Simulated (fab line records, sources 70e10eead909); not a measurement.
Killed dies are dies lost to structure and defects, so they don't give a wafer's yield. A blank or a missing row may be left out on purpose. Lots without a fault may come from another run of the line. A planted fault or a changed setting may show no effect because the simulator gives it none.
Which tool did it? | flow nand_harc | 11 lots, 32 wafers sampled, at 5 steps of a route of 1302

WHAT THE GAUGES READ, wafer by wafer
NHARC_P_M0_CD_MEAS_09: target cd 90 nm. Usual: cd_nm 89.7 nm, standard deviation 0.79.
lot  | measured     | on        | cd_nm (nm)       | flag
L873 | day 7 05:42  | cd_sem-02 | 90.4 90.8 90.3   |
L876 | day 8 15:20  | cd_sem-02 | 88.7 88.1 88.9   |
L878 | day 9 14:13  | cd_sem-03 | 90.2 90.2 89.3   |
L879 | day 9 23:05  | cd_sem-01 | 89.4 89.2 88.5   |
L880 | day 10 09:37 | cd_sem-03 | 90.3 91.1 89.7   |
L881 | day 10 16:09 | cd_sem-02 | 89.8 91.0 90.4   |
L882 | day 10 21:58 | cd_sem-01 | 89.2 89.5 89.0   |
L884 | day 12 02:28 | cd_sem-03 | 89.8 89.5 90.6   |
L885 | day 12 14:45 | cd_sem-03 | 89.1 89.6 89.8   |
L889 | day 13 23:43 | cd_sem-02 | 91.8 107.0       | OFF
L890 | day 14 07:34 | cd_sem-02 | 89.3 106.8 107.0 | OFF

WHICH TOOL RAN EACH LOT (tool, then ch and the chambers of the sampled wafers, then the start)
lot  | NHARC_P_CONTACT_PVD_32                  | NHARC_P_CONTACT_CVD_23                   | NHARC_P_CONTACT_CMP_24        | NHARC_P_M0_PEB_07
L873 | pvd_sputter-03, day 7 04:26 or earlier  | cvd_w-02 ch 0,1, day 7 04:26 or earlier  | cmp-02 ch 2,3, day 7 04:26    | litho_track-06 ch 0, day 7 05:37
L876 | pvd_sputter-02, day 8 14:02 or earlier  | cvd_w-02 ch 0,1, day 8 14:02 or earlier  | cmp-04 ch 0,1,3, day 8 14:02  | litho_track-01 ch 0, day 8 15:16
L878 | pvd_sputter-03, day 9 12:55 or earlier  | cvd_w-02 ch 0,1, day 9 12:55 or earlier  | cmp-01 ch 0,2,3, day 9 12:55  | litho_track-06 ch 0, day 9 14:08
L879 | pvd_sputter-03, day 9 21:55 or earlier  | cvd_w-02 ch 0,1, day 9 21:55 or earlier  | cmp-04 ch 0,1,3, day 9 21:55  | litho_track-01 ch 0, day 9 23:01
L880 | pvd_sputter-03, day 10 08:20 or earlier | cvd_w-02 ch 0,1, day 10 08:20 or earlier | cmp-04 ch 1,3, day 10 08:20   | litho_track-04 ch 0, day 10 09:32
L881 | pvd_sputter-03, day 10 14:51 or earlier | cvd_w-01 ch 0,1, day 10 14:51 or earlier | cmp-02 ch 1,2,3, day 10 14:51 | litho_track-04 ch 0, day 10 16:04
L882 | pvd_sputter-03, day 10 20:41 or earlier | cvd_w-02 ch 0, day 10 20:41 or earlier   | cmp-01 ch 1,2,3, day 10 20:41 | litho_track-01 ch 0, day 10 21:53
L884 | pvd_sputter-01, day 12 01:02 or earlier | cvd_w-01 ch 0,1, day 12 01:02 or earlier | cmp-01 ch 1,2,3, day 12 01:02 | litho_track-04 ch 0, day 12 02:23
L885 | pvd_sputter-01, day 12 13:24 or earlier | cvd_w-01 ch 0,1, day 12 13:24 or earlier | cmp-04 ch 1,2,3, day 12 13:24 | litho_track-01 ch 0, day 12 14:40
L889 | pvd_sputter-02, day 13 22:30 or earlier | cvd_w-02 ch 0,1, day 13 22:30 or earlier | cmp-02 ch 2,3, day 13 22:30   | litho_track-04 ch 0, day 13 23:38
L890 | pvd_sputter-03, day 14 06:16 or earlier | cvd_w-02 ch 0,1, day 14 06:16 or earlier | cmp-04 ch 0,1,2, day 14 06:16 | litho_track-04 ch 0, day 14 07:29
- NHARC_P_CONTACT_PVD_32: deposits Ti, target thk 5 nm, time 17.7 s.
- NHARC_P_CONTACT_CVD_23: deposits W, target thk 200 nm, time 557 s.
- NHARC_P_CONTACT_CMP_24: polishes, t overpolish 30 s, target thk 200 nm.
- NHARC_P_M0_PEB_07: peb time 65 s.

WHAT THE TOOLS THEMSELVES READ (means of the sampled wafers that have a number; where no wafer has one, the mark that the record gives instead)
NHARC_P_CONTACT_PVD_32. Usual: throttle_valve_pct 30.1 %, standard deviation 0.97.
lot  | tool           | throttle_valve_pct (%) | flag
L873 | pvd_sputter-03 | 31.3                   |
L876 | pvd_sputter-02 | 30.5                   |
L878 | pvd_sputter-03 | 29.5                   |
L879 | pvd_sputter-03 | 29.9                   |
L880 | pvd_sputter-03 | 29.7                   |
L881 | pvd_sputter-03 | 29.5                   |
L882 | pvd_sputter-03 | 29.5                   |
L884 | pvd_sputter-01 | 30.3                   |
L885 | pvd_sputter-01 | 29.1                   |
L889 | pvd_sputter-02 | 29.8                   |
L890 | pvd_sputter-03 | 29.7                   |

NHARC_P_CONTACT_CVD_23. Usual: heater_power_outer_w 271 W, standard deviation 24; heater_power_w 447 W, standard deviation 17; susceptor_temp_C 300.02 C, standard deviation 0.18; throttle_valve_pct 8.01 %, standard deviation 0.21.
lot  | tool     | heater_power_outer_w (W) | heater_power_w (W) | susceptor_temp_C (C) | throttle_valve_pct (%) | flag
L873 | cvd_w-02 | 279                      | 451                | 299.92               | 7.78                   |
L876 | cvd_w-02 | 264                      | 446                | 299.99               | 7.78                   |
L878 | cvd_w-02 | 263                      | 449                | 299.99               | 8.00                   |
L879 | cvd_w-02 | 283                      | 460                | 300.06               | 7.74                   |
L880 | cvd_w-02 | 284                      | 455                | 300.09               | 7.84                   |
L881 | cvd_w-01 | 259                      | 441                | 300.07               | 8.09                   |
L882 | cvd_w-02 | 251                      | 447                | 300.25               | 8.02                   |
L884 | cvd_w-01 | 267                      | 448                | 299.92               | 8.13                   |
L885 | cvd_w-01 | 266                      | 449                | 299.79               | 8.04                   |
L889 | cvd_w-02 | 282                      | 470                | -                    | 8.04                   | OFF
L890 | cvd_w-02 | 272                      | 447                | -                    | 7.99                   | OFF

NHARC_P_CONTACT_CMP_24. Usual: edge_zone_pressure_frac 1.000, standard deviation 0.0053; motor_current_A 11.6 A, standard deviation 1.3; overpolish_run_s 30.000 s, standard deviation 0.0094; retaining_ring_pressure_frac 1.000, standard deviation 0.005; slurry_flow_ml_min 150.0, standard deviation 0.51; time_to_endpoint_s 40.0 s, standard deviation 2.9.
lot  | tool   | edge_zone_pressure_frac | motor_current_A (A) | overpolish_run_s (s) | retaining_ring_pressure_frac | slurry_flow_ml_min | time_to_endpoint_s (s) | flag
L873 | cmp-02 | 1.000                   | 12.4                | 30.007               | 0.997                        | 150.4              | 38.4                   |
L876 | cmp-04 | 1.000                   | 11.1                | 30.013               | 1.004                        | 150.1              | 39.1                   |
L878 | cmp-01 | 1.000                   | 10.1                | 29.995               | 1.001                        | 150.1              | 38.7                   |
L879 | cmp-04 | 0.998                   | 11.2                | 30.000               | 1.001                        | 149.8              | 40.5                   |
L880 | cmp-04 | 0.995                   | 11.4                | 30.000               | 1.004                        | 149.6              | 36.9                   |
L881 | cmp-02 | 0.999                   | 12.5                | 29.997               | 0.999                        | 149.6              | 43.1                   |
L882 | cmp-01 | 1.002                   | 10.3                | 29.992               | 0.999                        | 149.6              | 41.5                   |
L884 | cmp-01 | 0.998                   | 10.2                | 29.997               | 1.002                        | 150.1              | 41.6                   |
L885 | cmp-04 | 0.997                   | 11.8                | 30.003               | 0.999                        | 149.5              | 38.5                   |
L889 | cmp-02 | 1.000                   | 11.8                | 29.993               | 0.999                        | 149.8              | 39.6                   |
L890 | cmp-04 | 1.001                   | 12.9                | 29.999               | 1.000                        | 150.0              | 38.7                   |

NHARC_P_M0_PEB_07. Usual: exhaust_pa 44.9 Pa, standard deviation 0.89.
lot  | tool           | exhaust_pa (Pa) | flag
L873 | litho_track-06 | 45.0            |
L876 | litho_track-01 | 45.1            |
L878 | litho_track-06 | 44.8            |
L879 | litho_track-01 | 45.4            |
L880 | litho_track-04 | 45.2            |
L881 | litho_track-04 | 44.8            |
L882 | litho_track-01 | 44.7            |
L884 | litho_track-04 | 45.2            |
L885 | litho_track-01 | 43.8            |
L889 | litho_track-04 | 44.9            |
L890 | litho_track-04 | 44.2            |

THE ANSWER, worked out from the rows above alone
Rule: a lot is off if the mean of its wafers that have a number lies more than 3 standard deviations from the usual mean. A lot without any number at a reading at which 4 lots or more have one is off too. The other lots that the step has rows for count as sound. The gauges are gone through in route order, then the tools' own readings, and for those a lot's mean is taken as printed above. The first step at which some lot is off is used, and at that step the reading that is off furthest; a lot without a number counts as furthest.
Off: L889, L890, at NHARC_P_M0_CD_MEAS_09 (cd_nm).
A tool fits if, at a process step before that reading, it ran every lot that is off, and no sound lot after the first of them. The gauges at NHARC_P_M0_CD_MEAS_09 aren't tried: what is off there is off at NHARC_P_CONTACT_CVD_23 too, on other tools, and a gauge's error can't cause that. NHARC_P_CONTACT_PVD_32 gives no start for some lots, so the hours and the order of its lots are those of NHARC_P_CONTACT_CMP_24. NHARC_P_CONTACT_CVD_23 gives no start for some lots, so the hours and the order of its lots are those of NHARC_P_CONTACT_CMP_24. Can't be told from this: 2 tools fit, cvd_w-02 at NHARC_P_CONTACT_CVD_23, litho_track-04 at NHARC_P_M0_PEB_07.

WHAT THE SIMULATOR HAD PUT IN
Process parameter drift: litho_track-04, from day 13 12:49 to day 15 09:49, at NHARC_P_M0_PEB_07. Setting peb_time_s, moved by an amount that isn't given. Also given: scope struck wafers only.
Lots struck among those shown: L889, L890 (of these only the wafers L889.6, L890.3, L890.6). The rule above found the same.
